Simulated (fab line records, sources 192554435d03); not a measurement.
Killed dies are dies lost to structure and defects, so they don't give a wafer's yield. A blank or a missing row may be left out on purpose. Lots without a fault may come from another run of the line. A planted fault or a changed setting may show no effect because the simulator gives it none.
Split-lot experiment | flow n5_finfet | 7 lots, 21 wafers read, on a route of 1938 steps

THE SPLIT
At N5_BEOL_M2_ETCH_64 (etches SOC in N2/H2, target depth 75 nm, overetch 22.5 nm, time 121.9 s), the setting source_w was moved away from the recipe's 840 W on 9 of the 21 wafers read, by -15.4% to +14.3%. The other wafers ran this setting at the recipe's value.

The reading is taken at the split's own step.

THE READING
rf_vpp_V, in V, at N5_BEOL_M2_ETCH_64 (etches SOC in N2/H2, target depth 75 nm, overetch 22.5 nm, time 121.9 s). Fault-free wafers of this fab line usually give 524.4 V, standard deviation 2.5 V.

wafer  | tool, chamber at the split | source_w as run, W | against the recipe | rf_vpp_V, V | against lot-mates on the recipe
L075.3 | rie_diel-06, 1             | 840                | recipe             | 519.7       | -
L075.4 | rie_diel-06, 2             | 959.8              | +14.3%             | 498.8       | -20.9
L075.6 | rie_diel-06, 2             | 959.8              | +14.3%             | 499.2       | -20.5
L076.3 | rie_diel-03, 2             | 840                | recipe             | 529.9       | -
L076.5 | rie_diel-03, 0             | 840                | recipe             | 523.7       | -
L076.6 | rie_diel-03, 3             | 840                | recipe             | 525.7       | -
L077.1 | rie_diel-03, 0             | 840                | recipe             | 521.3       | -
L077.2 | rie_diel-03, 2             | 840                | recipe             | 528.5       | -
L077.3 | rie_diel-03, 1             | 745.3              | -11.3%             | 545.5       | +20.6
L080.2 | rie_diel-04, 3             | 957.2              | +14.0%             | 501.3       | no lot-mate on the recipe
L080.3 | rie_diel-04, 1             | 957.2              | +14.0%             | 504.4       | no lot-mate on the recipe
L080.5 | rie_diel-04, 2             | 957.2              | +14.0%             | 503.6       | no lot-mate on the recipe
L081.3 | rie_diel-04, 0             | 840                | recipe             | 527.3       | -
L081.5 | rie_diel-04, 0             | 840                | recipe             | 527.5       | -
L081.6 | rie_diel-04, 1             | 840                | recipe             | 526.8       | -
L083.1 | rie_diel-04, 2             | 759.5              | -9.6%              | 541.4       | +14.9
L083.3 | rie_diel-04, 0             | 840                | recipe             | 527.9       | -
L083.4 | rie_diel-04, 2             | 840                | recipe             | 525.0       | -
L093.1 | rie_diel-06, 0             | 710.3              | -15.4%             | 552.2       | +29.8
L093.4 | rie_diel-06, 2             | 840                | recipe             | 522.4       | -
L093.5 | rie_diel-06, 1             | 710.3              | -15.4%             | 550.4       | +28.0

THE FIT
A straight line over all 21 wafers: rf_vpp_V changes by -1.7 V for each +1% of source_w; r = -0.99; the points scatter about the line by 2.6 V.
The same after taking each lot's own level away (the mean of its wafers on the recipe; 18 wafers): -1.67 V for each +1%; r = -0.99; scatter 2.3 V.
On that fit, the largest move of source_w shifts the reading by 26 V.
The lots' own levels span 519.70 to 527.20 V, that is 3.0 times the standard deviation above.
So the lot-to-lot level changes the slope little: the two slopes agree.
Check: with one of the wafers moved furthest among these (-15.4%) left out of the fit, the line predicts +25.5 V for it against its lot-mates. It came out at +29.8 V against them.
Tool readings at the split's step, against how far the setting was moved: rf_vpp_V r = -0.99.

OTHER SPLITS ON THESE WAFERS
These wafers also went through other splits before the reading. Each is held against what the fit with the lots' levels taken away leaves over:
other split on the same wafers | wafers away from the commonest value | r with rf_vpp_V (lot level and that fit taken away)
N5_BEOL_M1_DESCUM_33 time_s    | 7                                    | +0.40

THE WHOLE CHAIN: every reading that the file lists as answering this split, in the file's order
step               | what it does                                                            | reading                                                                          | change (the file's fit)                | r (the file's)
N5_BEOL_M2_ETCH_64 | etches SOC in N2/H2, target depth 75 nm, overetch 22.5 nm, time 121.9 s | rf_vpp_V                                                                         | -1.69 V for each +1% of the setting    | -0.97
N5_BEOL_M2_ETCH_64 | etches SOC in N2/H2, target depth 75 nm, overetch 22.5 nm, time 121.9 s | SiARC_of_BEOL_M2_COAT_62.thk_nm (the simulator's own value, which no gauge read) | -0.0364 nm for each +1% of the setting | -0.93

THE FILE'S OWN FIT
rf_vpp_V changes by -1.69 V for each +1% of source_w, r = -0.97.
